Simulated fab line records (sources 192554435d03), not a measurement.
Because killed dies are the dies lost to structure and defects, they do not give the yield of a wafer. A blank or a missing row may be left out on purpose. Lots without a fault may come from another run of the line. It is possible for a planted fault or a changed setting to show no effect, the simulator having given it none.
Split-lot trial || flow n5_finfet || route with 1938 steps; 7 lots, 21 wafers read

## ABOUT THE SPLIT
At N5_BEOL_M1_COAT_61 (time 60 s, resist thk 60 nm), the setting spin_rpm was moved away from the recipe's 1500 rpm on 10 of the 21 wafers read, by -10.5% to +10.0%. All remaining wafers had this setting at the recipe value.

## FROM THE SPLIT TO THE READING: what the file shows between them, 12 steps
- N5_BEOL_M1_COAT_05: resist thk 30 nm (also split here: spin_rpm)
- N5_BEOL_M1_EBR_07
- N5_BEOL_M1_SOFTBAKE_06: time 60 s
- N5_BEOL_M1_EXPOSE_08: exposes mask M1
- N5_BEOL_M1_PEB_09: peb time 60 s
- N5_BEOL_M1_DEVELOP_10: develop time 30 s
- N5_BEOL_M1_ETCH_74: etches underlayer in N2/H2, target depth 6.5 nm, time 5.2 s
- N5_BEOL_M1_ETCH_63: etches SiARC in CF4, target depth 15.6 nm, time 26 s
- N5_BEOL_M1_ETCH_64: etches SOC in N2/H2, target depth 75 nm, overetch 15 nm, time 112.5 s
- N5_BEOL_M1_STRIP_65: strips in N2/H2
- N5_BEOL_M1_STRIP_75: strips in N2/H2
- N5_BEOL_M1_STRIP_66: strips in CF4

## THE READING
SOC_of_BEOL_M1_COAT_61.thk_nm (the simulator's own value, which no gauge read), in nm, at N5_BEOL_M1_HM_OPEN_17 (chemistry Cl2/BCl3, target TiN, target depth 20 nm, overetch 6 nm). The file gives no usual value for it. Across the 11 wafers here that went through the recipe, the average is 52.2 nm and the standard deviation 0.23 nm.

{"wafer": "L075.1", "tool, chamber at the split": "litho_track-02, 0", "spin_rpm as run, rpm": 1452, "against the recipe": "-3.2%", "SOC_of_BEOL_M1_COAT_61.thk_nm, nm": 53.2, "against lot-mates on the recipe": "+1.1"}
{"wafer": "L075.5", "tool, chamber at the split": "litho_track-02, 0", "spin_rpm as run, rpm": 1500, "against the recipe": "recipe", "SOC_of_BEOL_M1_COAT_61.thk_nm, nm": 52, "against lot-mates on the recipe": "-"}
{"wafer": "L075.6", "tool, chamber at the split": "litho_track-02, 0", "spin_rpm as run, rpm": 1500, "against the recipe": "recipe", "SOC_of_BEOL_M1_COAT_61.thk_nm, nm": 52.2, "against lot-mates on the recipe": "-"}
{"wafer": "L083.2", "tool, chamber at the split": "litho_track-03, 0", "spin_rpm as run, rpm": 1500, "against the recipe": "recipe", "SOC_of_BEOL_M1_COAT_61.thk_nm, nm": 52, "against lot-mates on the recipe": "-"}
{"wafer": "L083.5", "tool, chamber at the split": "litho_track-03, 0", "spin_rpm as run, rpm": 1560, "against the recipe": "+4.0%", "SOC_of_BEOL_M1_COAT_61.thk_nm, nm": 51, "against lot-mates on the recipe": -1.0}
{"wafer": "L083.6", "tool, chamber at the split": "litho_track-03, 0", "spin_rpm as run, rpm": 1560, "against the recipe": "+4.0%", "SOC_of_BEOL_M1_COAT_61.thk_nm, nm": 50.8, "against lot-mates on the recipe": -1.2}
{"wafer": "L086.2", "tool, chamber at the split": "litho_track-01, 0", "spin_rpm as run, rpm": 1650, "against the recipe": "+10.0%", "SOC_of_BEOL_M1_COAT_61.thk_nm, nm": 49.4, "against lot-mates on the recipe": -2.6}
{"wafer": "L086.3", "tool, chamber at the split": "litho_track-01, 0", "spin_rpm as run, rpm": 1650, "against the recipe": "+10.0%", "SOC_of_BEOL_M1_COAT_61.thk_nm, nm": 49.2, "against lot-mates on the recipe": -2.8}
{"wafer": "L086.4", "tool, chamber at the split": "litho_track-01, 0", "spin_rpm as run, rpm": 1500, "against the recipe": "recipe", "SOC_of_BEOL_M1_COAT_61.thk_nm, nm": 52, "against lot-mates on the recipe": "-"}
{"wafer": "L087.1", "tool, chamber at the split": "litho_track-03, 0", "spin_rpm as run, rpm": 1500, "against the recipe": "recipe", "SOC_of_BEOL_M1_COAT_61.thk_nm, nm": 52.2, "against lot-mates on the recipe": "-"}
{"wafer": "L087.4", "tool, chamber at the split": "litho_track-03, 0", "spin_rpm as run, rpm": 1342, "against the recipe": "-10.5%", "SOC_of_BEOL_M1_COAT_61.thk_nm, nm": 55.6, "against lot-mates on the recipe": "+3.4"}
{"wafer": "L087.6", "tool, chamber at the split": "litho_track-03, 0", "spin_rpm as run, rpm": 1342, "against the recipe": "-10.5%", "SOC_of_BEOL_M1_COAT_61.thk_nm, nm": 55.8, "against lot-mates on the recipe": "+3.6"}
{"wafer": "L090.1", "tool, chamber at the split": "litho_track-02, 0", "spin_rpm as run, rpm": 1500, "against the recipe": "recipe", "SOC_of_BEOL_M1_COAT_61.thk_nm, nm": 52, "against lot-mates on the recipe": "-"}
{"wafer": "L090.4", "tool, chamber at the split": "litho_track-02, 0", "spin_rpm as run, rpm": 1583, "against the recipe": "+5.5%", "SOC_of_BEOL_M1_COAT_61.thk_nm, nm": 50.4, "against lot-mates on the recipe": -1.7}
{"wafer": "L090.5", "tool, chamber at the split": "litho_track-02, 0", "spin_rpm as run, rpm": 1500, "against the recipe": "recipe", "SOC_of_BEOL_M1_COAT_61.thk_nm, nm": 52.2, "against lot-mates on the recipe": "-"}
{"wafer": "L091.2", "tool, chamber at the split": "litho_track-01, 0", "spin_rpm as run, rpm": 1500, "against the recipe": "recipe", "SOC_of_BEOL_M1_COAT_61.thk_nm, nm": 52, "against lot-mates on the recipe": "-"}
{"wafer": "L091.4", "tool, chamber at the split": "litho_track-01, 0", "spin_rpm as run, rpm": 1500, "against the recipe": "recipe", "SOC_of_BEOL_M1_COAT_61.thk_nm, nm": 52.4, "against lot-mates on the recipe": "-"}
{"wafer": "L091.6", "tool, chamber at the split": "litho_track-01, 0", "spin_rpm as run, rpm": 1500, "against the recipe": "recipe", "SOC_of_BEOL_M1_COAT_61.thk_nm, nm": 52.6, "against lot-mates on the recipe": "-"}
{"wafer": "L095.1", "tool, chamber at the split": "litho_track-01, 0", "spin_rpm as run, rpm": 1627, "against the recipe": "+8.5%", "SOC_of_BEOL_M1_COAT_61.thk_nm, nm": 49.8, "against lot-mates on the recipe": -2.8}
{"wafer": "L095.2", "tool, chamber at the split": "litho_track-01, 0", "spin_rpm as run, rpm": 1500, "against the recipe": "recipe", "SOC_of_BEOL_M1_COAT_61.thk_nm, nm": 52.6, "against lot-mates on the recipe": "-"}
{"wafer": "L095.3", "tool, chamber at the split": "litho_track-01, 0", "spin_rpm as run, rpm": 1627, "against the recipe": "+8.5%", "SOC_of_BEOL_M1_COAT_61.thk_nm, nm": 50.2, "against lot-mates on the recipe": -2.4}

FIT RESULTS
A straight line over all 21 wafers: SOC_of_BEOL_M1_COAT_61.thk_nm changes by -0.304 nm for each +1% of spin_rpm; r = -0.99; the points scatter about the line by 0.24 nm.
The same after taking each lot's own level away (the mean of its wafers on the recipe; 21 wafers): -0.306 nm for each +1%; r = -0.99; scatter 0.19 nm.
According to that fit, moving spin_rpm by its largest amount changes the reading by 3.2 nm.
From 52.00 to 52.60 nm: that is the span of the lots' own levels, equal to 2.7 times the standard deviation above.
So the lot-to-lot level changes the slope little: the two slopes agree.
Check: for one of the wafers moved furthest among these (-10.5%), held out of the fit, the line's prediction against its lot-mates is +3.27 nm. Against them it came out at +3.4 nm.

## THE OTHER SPLITS THESE WAFERS WENT THROUGH
Other splits were also applied to these wafers ahead of the reading. Each is held against what the fit with the lots' levels taken away leaves over:
{"other split on the same wafers": "N5_BEOL_M0_SAQP_SPACER1_ALD_98 ald_cycles", "wafers away from the commonest value": 8, "r with SOC_of_BEOL_M1_COAT_61.thk_nm (lot level and that fit taken away)": -0.29}
{"other split on the same wafers": "N5_BEOL_M1_COAT_05 spin_rpm", "wafers away from the commonest value": 12, "r with SOC_of_BEOL_M1_COAT_61.thk_nm (lot level and that fit taken away)": -0.04}

## THE WHOLE CHAIN: every reading that the file lists as answering this split, in the file's order
{"step": "N5_BEOL_M1_COAT_61", "what it does": "time 60 s, resist thk 60 nm", "reading": "SOC_of_BEOL_M1_COAT_61.thk_nm (the simulator's own value, which no gauge read)", "change (the file's fit)": "-0.311 nm for each +1% of the setting", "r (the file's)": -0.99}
{"step": "N5_BEOL_M1_ETCH_64", "what it does": "etches SOC in N2/H2, target depth 75 nm, overetch 15 nm, time 112.5 s", "reading": "etch.depth_nm (the simulator's own value, which no gauge read)", "change (the file's fit)": "-0.306 nm for each +1% of the setting", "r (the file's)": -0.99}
{"step": "N5_BEOL_M1_HM_OPEN_17", "what it does": "chemistry Cl2/BCl3, target TiN, target depth 20 nm, overetch 6 nm", "reading": "SOC_of_BEOL_M1_COAT_61.thk_nm (the simulator's own value, which no gauge read)", "change (the file's fit)": "-0.304 nm for each +1% of the setting", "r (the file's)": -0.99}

## THE FILE'S OWN FIT
SOC_of_BEOL_M1_COAT_61.thk_nm changes by -0.304 nm for each +1% of spin_rpm, r = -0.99.
